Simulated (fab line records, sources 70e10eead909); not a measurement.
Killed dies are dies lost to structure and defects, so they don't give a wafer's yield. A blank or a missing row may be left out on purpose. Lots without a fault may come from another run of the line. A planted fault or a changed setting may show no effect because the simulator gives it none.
Chamber matching | flow nand_harc | NHARC_A_CHANNEL_FILL_D2_ALD_16 on ald_hk-01: 4 sister chambers
The step deposits SiO2, target thk 1.5 nm, pulse time 10 s, ald cycles 15. 8 wafers are shown with their chamber, then 11 later ones without.

WAFERS WITH THEIR CHAMBER
wafer  | chamber | heater_power_w (W) | precursor_pulse_height_rel
L076.2 | 2       | 471                | 0.984
L080.5 | 1       | 464                | 0.998
L082.2 | 2       | 459                | 1.017
L087.2 | 1       | 470                | 0.996
L092.3 | 0       | 424                | 1.011
L092.4 | 3       | 563                | 0.951
L092.5 | 0       | 417                | 1.032
L093.1 | 3       | 550                | 0.984

WAFERS WITHOUT THEIR CHAMBER
wafer  | heater_power_w (W) | precursor_pulse_height_rel
L093.2 | 415                | 1.019
L093.3 | 444                | 0.983
L094.2 | 543                | 1.004
L094.3 | 467                | 1.014
L094.5 | 419                | 1.025
L095.3 | 460                | 1.002
L095.5 | 568                | 0.989
L095.6 | 424                | 0.960
L097.3 | 418                | 1.008
L097.5 | 457                | 0.981
L097.6 | 444                | 1.025

WHICH CHAMBER EACH WENT THROUGH
wafer  | from the rows above          | in truth
L093.2 | 0                            | 0
L093.3 | can't be placed: 2 or 1 or 0 | 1
L094.2 | 3                            | 3
L094.3 | can't be placed: 2 or 1      | 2
L094.5 | 0                            | 0
L095.3 | can't be placed: 2 or 1      | 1
L095.5 | 3                            | 3
L095.6 | 0                            | 0
L097.3 | 0                            | 0
L097.5 | can't be placed: 2 or 1      | 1
L097.6 | can't be placed: 2 or 0 or 1 | 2
Placed correctly: 6 of 11. Can't be placed from these rows: 5 (the true chamber is among the candidates in 5). Placed wrongly: 0.
How it was worked out, from the rows above alone: a wafer's distance from a chamber is the root of the sum, over the readings, of the square of ((its reading less the chamber's mean) divided by the reading's scatter). The wafer belongs to the nearest chamber; if the next one is less than 2 further off, it can't be placed. A chamber's mean is the mean of its shown wafers. The scatter: the root of (the sum of the squares of (reading less its chamber's mean) over the shown wafers, divided by (wafers less chambers)).
